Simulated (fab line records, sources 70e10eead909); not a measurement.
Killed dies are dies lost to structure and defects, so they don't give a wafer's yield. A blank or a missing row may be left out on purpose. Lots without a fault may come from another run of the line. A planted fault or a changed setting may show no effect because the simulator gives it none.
fab line records | flow nand_harc
record lots=14 wafers=42 last_day=33
route steps=1302 shown A_BLC@1136 A_M0@1144
lots that met no fault: from a run of the same line without faults
start_h: hours from the record's first day to the start of the lot's first wafer shown | wait_h: hours since the lot's step before | " the same as in the row above | L1.1+2: a row that stands for several wafers | - no value, or no start given | * or withheld: withheld | < > ~ a bound
route shown NAME@n: a module of which the file shows steps, and the number in the route of the first | usual: mean/standard deviation of fault-free wafers | same: alike in all rows | chamber/n: place in a boat | sites: the reading at each site | _std_site: their standard deviation | _edge_site: outer sites' mean less inner sites' | radius_mm: how far each site lies from the wafer's centre | mask NAME#n: copy n | behind: the tool/chamber that last shaped the wafer | hold: why the lot was held/for how many hours/how that ended | device: the transistor (n, p or np) that didn't switch | end of line: the same wafers' tests at the end of the route | a step without rows: its recipe alone | killed: dies lost to structure and defects at the first sort, not the wafer's yield | map: a wafer's dies, x killed, . not, _ none there
set.NAME: the setting as run; set.NAME@STEP: as run at that earlier step | model.NAME: the simulator's own value behind a step, which no gauge read
steps of the route over a sample of lots; a table a step, a row a wafer
services: from which hour (start_h, from the record's first day; less than 0 if before it) a tool's chamber was out of use, for how many hours, and why
## steps
# step NHARC_A_BLC_INSPECT_28
# usual raw_defect_count=565/150
# columns lot.wafer tool chamber start_h wait_h raw_defect_count
L860.1 defect_inspect-01 - 518.00 0.1 768
L860.2 " - " " 518
L860.5 " - " " 617
L863.2 defect_inspect-01 - 533.61 0.1 732
L863.3 " - " " 674
L863.5 " - " " 431
L862.3 defect_inspect-01 - 536.94 0.1 865
L862.4 " - " " 780
L862.5 " - " " 1066
L861.2 defect_inspect-01 - 541.66 0.1 478
L861.4 " - " " 667
L861.5 " - " " 515
L864.1 defect_inspect-01 - 556.70 0.1 509
L864.2 " - " " 829
L864.5 " - " " 575
L865.1 defect_inspect-01 - 558.20 0.1 937
L865.3 " - " " 647
L865.4 " - " " 742
L870.2 defect_inspect-01 - 618.94 0.1 848
L870.4 " - " " 571
L870.6 " - " " 944
L872.3 defect_inspect-02 - 645.30 0.1 402
L872.4 " - " " 318
L872.6 " - " " 338
L873.2 defect_inspect-02 - 649.58 0.1 892
L873.5 " - " " 789
L873.6 " - " " 659
L875.1 defect_inspect-01 - 670.31 0.1 596
L875.3 " - " " 578
L875.6 " - " " 511
L880.1 defect_inspect-02 - 714.06 0.1 647
L880.2 " - " " 543
L880.5 " - " " 481
L881.2 defect_inspect-01 - 722.81 0.1 519
L881.3 " - " " 551
L881.5 " - " " 598
L883.3 defect_inspect-01 - 753.42 0.1 486
L883.4 " - " " 782
L883.6 " - " " 451
L882.3 defect_inspect-01 - 754.29 0.1 692
L882.5 " - " " 508
L882.6 " - " " 494
# step NHARC_A_M0_EXPOSE_06
# recipe na=1.35 target_cd_nm=80 dose_mj=83.25 mask_id=A_M0
# usual exposure_dose_mJ_cm2=83.17/0.1 focus_offset_nm=-0.1/0.55 na=1.35/0
# columns lot.wafer tool chamber start_h wait_h mask exposure_dose_mJ_cm2 focus_offset_nm na
L860.1 arfi_scanner-02 0 518.76 - A_M0#0 83.12 -0.8 1.35
L860.2 " 0 " " A_M0#0 83.20 -0.3 1.35
L860.5 " 0 " " A_M0#0 83.25 -0.6 1.35
L863.2 arfi_scanner-02 0 534.25 - A_M0#0 83.32 0.7 1.35
L863.3 " 0 " " A_M0#0 83.29 0.4 1.35
L863.5 " 0 " " A_M0#0 83.37 0.2 1.35
L862.3 arfi_scanner-01 0 537.71 - A_M0#0 83.37 0.2 1.35
L862.4 " 0 " " A_M0#0 83.20 0.4 1.35
L862.5 " 0 " " A_M0#0 83.34 -0.2 1.35
L861.2 arfi_scanner-01 0 542.30 - A_M0#0 83.13 -0.1 1.35
L861.4 " 0 " " A_M0#0 83.21 0.7 1.35
L861.5 " 0 " " A_M0#0 83.22 0.4 1.35
L864.1 arfi_scanner-02 0 557.46 - A_M0#0 83.19 0.3 1.35
L864.2 " 0 " " A_M0#0 83.35 -0.2 1.35
L864.5 " 0 " " A_M0#0 83.26 0.0 1.35
L865.1 arfi_scanner-03 0 558.96 - A_M0#0 83.06 -1.0 1.35
L865.3 " 0 " " A_M0#0 83.09 0.5 1.35
L865.4 " 0 " " A_M0#0 83.09 0.0 1.35
L870.2 arfi_scanner-02 0 619.70 - A_M0#0 83.06 -0.1 1.35
L870.4 " 0 " " A_M0#0 83.16 -0.5 1.35
L870.6 " 0 " " A_M0#0 83.17 -0.6 1.35
L872.3 arfi_scanner-01 0 645.94 - A_M0#0 83.09 0.2 1.35
L872.4 " 0 " " A_M0#0 83.10 0.4 1.35
L872.6 " 0 " " A_M0#0 83.09 0.3 1.35
L873.2 arfi_scanner-02 - 650.34 - A_M0#0 - - -
L873.5 " - " " A_M0#0 - - -
L873.6 " - " " A_M0#0 - - -
L875.1 arfi_scanner-03 - 671.07 - A_M0#0 - - -
L875.3 " - " " A_M0#0 - - -
L875.6 " - " " A_M0#0 - - -
L880.1 arfi_scanner-01 0 714.69 - A_M0#0 83.08 -0.9 1.35
L880.2 " 0 " " A_M0#0 82.98 -0.4 1.35
L880.5 " 0 " " A_M0#0 83.03 -0.9 1.35
L881.2 arfi_scanner-03 0 723.60 - A_M0#0 83.07 -0.7 1.35
L881.3 " 0 " " A_M0#0 83.18 -0.4 1.35
L881.5 " 0 " " A_M0#0 83.15 -0.3 1.35
L883.3 arfi_scanner-02 0 754.21 - A_M0#0 83.27 -0.5 1.35
L883.4 " 0 " " A_M0#0 83.32 0.0 1.35
L883.6 " 0 " " A_M0#0 83.18 -0.5 1.35
L882.3 arfi_scanner-03 0 755.06 - A_M0#0 83.03 0.6 1.35
L882.5 " 0 " " A_M0#0 83.12 -0.3 1.35
L882.6 " 0 " " A_M0#0 83.11 0.6 1.35
# step NHARC_A_M0_DESCUM_14
# recipe time_s=3 o2_flow_sccm=200 ar_flow_sccm=0 bias_power_w=0 chemistry=O2
# usual drypump_motor_current_A=5.7/0.47 oes_product_au=1.003/0.011 rf_vpp_V=57.8/0.87 showerhead_plenum_p_Torr=1.89/0.069 throttle_valve_pct=11.311/0.0087
# columns lot.wafer tool chamber start_h wait_h hold drypump_motor_current_A oes_product_au rf_hours_counter_h rf_vpp_V showerhead_plenum_p_Torr throttle_valve_pct
L860.1 rie_diel-10 3 519.09 0.1 - 5.7 0.996 5.5 56.4 1.91 11.305
L860.2 " 2 " " - 5.5 1.011 5.6 60.0 1.88 11.317
L860.5 " 0 " " - 5.1 0.987 - 57.1 1.83 11.308
L863.3 rie_diel-10 2 534.57 0.1 - 5.5 1.016 5.7 57.5 1.88 11.309
L863.2 " 3 " " - 5.7 0.994 5.6 58.4 1.91 11.312
L863.5 " 3 " " - 5.6 1.000 - 57.8 1.91 11.311
L862.3 rie_diel-10 1 538.03 0.1 - 5.6 1.007 5.7 58.9 2.06 11.315
L862.4 " 3 " " - 5.6 0.990 5.8 58.1 1.91 11.317
L862.5 " 2 " " - 5.5 1.014 - 58.7 1.88 11.299
L861.2 rie_diel-10 2 542.64 0.1 - 5.5 1.006 6.4 56.6 1.88 11.312
L861.4 " 3 " " - 5.7 0.985 6.1 57.1 1.91 11.315
L861.5 " 1 " " - 5.6 1.016 - 58.5 2.06 11.302
L864.2 rie_diel-10 1 557.80 0.1 - 5.6 1.019 6.5 58.3 2.06 11.315
L864.1 " 2 " " - 5.5 1.011 6.8 58.6 1.88 11.311
L864.5 " 0 " " - 5.1 0.988 - 58.1 1.83 11.314
L865.4 rie_diel-03 1 559.28 0.1 - 5.5 1.019 4.1 59.1 1.88 11.299
L865.1 " 3 " " - 5.7 1.022 2.9 58.3 1.93 11.303
L865.3 " 0 " " - 6.0 1.005 3.7 58.4 1.87 11.340
L870.2 rie_diel-01 3 620.03 0.1 - 6.4 0.982 3.1 58.5 1.88 11.330
L870.4 " 0 " " - 6.7 1.002 2.7 57.0 1.90 11.314
L870.6 " 3 " " - 6.4 0.987 - 57.9 1.88 11.290
L872.4 rie_diel-01 1 646.26 0.1 - 5.4 1.001 3.2 57.6 1.79 11.319
L872.3 " 2 " " - 5.9 1.005 3.7 58.2 1.93 11.312
L872.6 " 0 " " - 6.7 1.009 - 57.4 1.90 11.309
L873.2 rie_diel-10 1 654.59 3.8 await_dispo/3.5h/release 5.6 1.013 2.2 58.4 2.05 11.312
L873.5 " 2 " " await_dispo/3.5h/release 5.5 1.014 - 58.4 1.88 11.307
L873.6 " 3 " " await_dispo/3.5h/release 5.7 1.001 - 58.2 1.91 11.311
L875.3 rie_diel-01 3 673.40 1.9 await_dispo/1.8h/release 6.4 0.998 4.8 56.3 1.88 11.316
L875.1 " 0 " " await_dispo/1.8h/release 6.6 0.990 4.7 57.9 1.90 11.325
L875.6 " 3 " " await_dispo/1.8h/release 6.4 1.004 - 56.5 1.88 11.301
L880.1 rie_diel-10 1 715.02 0.1 - 5.6 1.018 4.9 59.2 2.05 11.312
L880.2 " 3 " " - 5.7 1.018 4.4 57.8 1.91 11.321
L880.5 " 1 " " - 5.6 1.015 - 56.8 2.05 11.291
L881.2 rie_diel-10 1 723.94 0.1 - 5.6 1.003 5.2 58.9 2.05 11.311
L881.3 " 2 " " - 5.5 0.999 4.8 58.0 1.88 11.308
L881.5 " 3 " " - 5.7 1.009 - 56.8 1.91 11.319
L883.3 rie_diel-01 2 754.53 0.1 - 5.9 1.002 0.3 58.2 1.93 11.303
L883.6 " 2 " " - 5.9 1.002 - 58.1 1.93 11.316
L883.4 " 0 " " - 6.7 1.002 - 59.3 1.90 11.306
L882.3 rie_diel-01 2 755.41 0.1 - 5.9 1.015 - 58.4 1.93 11.296
L882.5 " 2 " " - 5.9 1.000 - 57.6 1.93 11.311
L882.6 " 0 " " - 6.6 0.995 - 57.7 1.90 11.310
# step NHARC_A_M0_ETCH_15
# recipe target_depth_a=1500 overetch_a=150 time_s=82.5 c4f8_flow_sccm=withheld ar_flow_sccm=400 rf_w=600 bias_w=300 chemistry=C4F8/Ar
# usual oes_product_au=0.950/0.022 rf_fwd_power_W=595.0/2 rf_vpp_V=440.1/2.2
# columns lot.wafer tool chamber start_h wait_h oes_product_au rf_fwd_power_W rf_hours_counter_h rf_vpp_V
L860.2 rie_diel-10 2 - - 0.920 598.6 5.6 438.6
L860.1 " 3 " " 0.911 594.9 5.5 440.0
L860.5 " 1 " " 0.941 593.5 - 445.0
L863.3 rie_diel-10 1 - - 0.941 589.8 5.4 444.5
L863.2 " 3 " " 0.912 596.6 5.6 440.7
L863.5 " 2 " " 0.924 595.2 - 439.5
L862.3 rie_diel-10 1 - - 0.966 592.6 5.7 444.9
L862.4 " 2 " " 0.966 596.4 6.1 439.3
L862.5 " 0 " " 0.960 595.8 - 438.5
L861.4 rie_diel-10 0 - - 0.954 598.9 5.9 438.5
L861.2 " 1 " " 0.972 590.9 6.2 446.4
L861.5 " 0 " " 0.948 596.2 - 438.7
L864.2 rie_diel-10 3 - - 0.914 595.3 6.8 441.6
L864.1 " 0 " " 0.911 598.4 6.5 437.3
L864.5 " 0 " " 0.912 597.1 - 438.6
L865.1 rie_diel-03 3 - - 0.998 594.6 2.9 441.6
L865.3 " 0 " " 0.982 595.7 3.7 440.2
L865.4 " 2 " " 0.954 594.3 3.3 437.4
L870.4 rie_diel-01 2 - - 0.945 594.4 3.4 441.9
L870.2 " 0 " " 0.942 593.9 2.8 440.6
L870.6 " 2 " " 0.957 594.5 - 441.3
L872.3 rie_diel-01 3 - - 0.906 592.4 3.5 439.0
L872.4 " 2 " " 0.914 596.9 3.8 441.1
L872.6 " 0 " " 0.926 597.7 - 441.2
L873.2 rie_diel-10 1 - - 0.987 595.5 2.3 444.2
L873.5 " 2 " " 0.990 593.9 - 440.8
L873.6 " 3 " " 0.966 593.1 - 441.6
L875.1 rie_diel-01 0 - - 0.927 597.0 4.8 442.0
L875.3 " 3 " " 0.915 591.8 4.8 440.3
L875.6 " 3 " " 0.921 592.1 - 441.1
L880.1 rie_diel-10 1 - - 0.934 592.5 4.9 444.5
L880.2 " 3 " " 0.922 597.3 4.4 440.5
L880.5 " 1 " " 0.928 596.4 - 444.4
L881.3 rie_diel-10 0 - - 0.957 594.4 5.5 440.0
L881.2 " 1 " " 0.978 591.7 5.2 445.0
L881.5 " 3 " " 0.956 597.5 - 441.7
L883.3 rie_diel-01 2 - - 0.965 598.2 0.4 441.3
L883.4 " 0 " " 0.965 594.7 - 441.0
L883.6 " 2 " " 0.967 599.1 - 441.2
L882.3 rie_diel-01 0 755.67 0.1 0.963 598.5 - 439.6
L882.5 " 2 " " 0.953 595.5 - 439.0
L882.6 " 0 " " 0.955 599.1 - 440.7
## services
# columns tool chamber start_h hours kind
arfi_scanner-02 - 497.27 4.0 pm
rie_diel-01 1 503.60 3.7 repair
rie_diel-01 - 531.81 0.4 repair
rie_diel-01 3 535.09 7.4 repair
rie_diel-10 0 543.35 1.4 repair
rie_diel-01 1 555.86 18.0 repair
rie_diel-01 - 557.94 9.0 pm
arfi_scanner-03 - 572.65 1.2 repair
rie_diel-10 - 596.56 9.0 pm
arfi_scanner-02 - 612.52 5.7 repair
rie_diel-10 3 621.14 7.9 repair
rie_diel-01 0 621.33 10.3 repair
rie_diel-10 2 622.55 3.5 repair
rie_diel-01 2 626.29 3.5 repair
arfi_scanner-02 - 657.01 1.1 repair
rie_diel-01 2 658.28 1.4 repair
rie_diel-01 2 668.68 3.5 repair
arfi_scanner-02 - 669.27 4.0 pm
rie_diel-10 3 727.15 7.1 repair
rie_diel-01 - 734.94 9.0 pm
rie_diel-10 2 737.16 29.5 repair
rie_diel-10 0 738.94 4.7 repair
rie_diel-01 1 752.26 19.6 repair
rie_diel-01 3 755.35 14.0 repair
## key
first_sign step=NHARC_A_M0_EXPOSE_06 reading=tool_record direction=missing
effect none on later readings
met_at NHARC_A_M0_EXPOSE_06
struck_lots L873,L875
later_rows_left_out L873.2,L873.5,L873.6,L875.1,L875.3,L875.6
sort_left_out L873.2,L873.5,L873.6,L875.1,L875.3,L875.6
not_acting_at NHARC_A_BLC_INSPECT_28,NHARC_A_M0_DESCUM_14,NHARC_A_M0_ETCH_15
onset_between 619.70 650.34
fault kind=skipped_step_whole tool=arfi_scanner-02,arfi_scanner-03 chamber=- onset_h=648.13 steps=NHARC_A_M0_EXPOSE_06 scope=struck_lots_only
# sort_left_out: the simulated sort isn't trusted on such a fault, so these wafers' sort isn't shown, and their yield isn't known
# later_rows_left_out: the simulator's readings of these wafers behind a module that went badly wrong aren't trusted and aren't shown, but for the sort
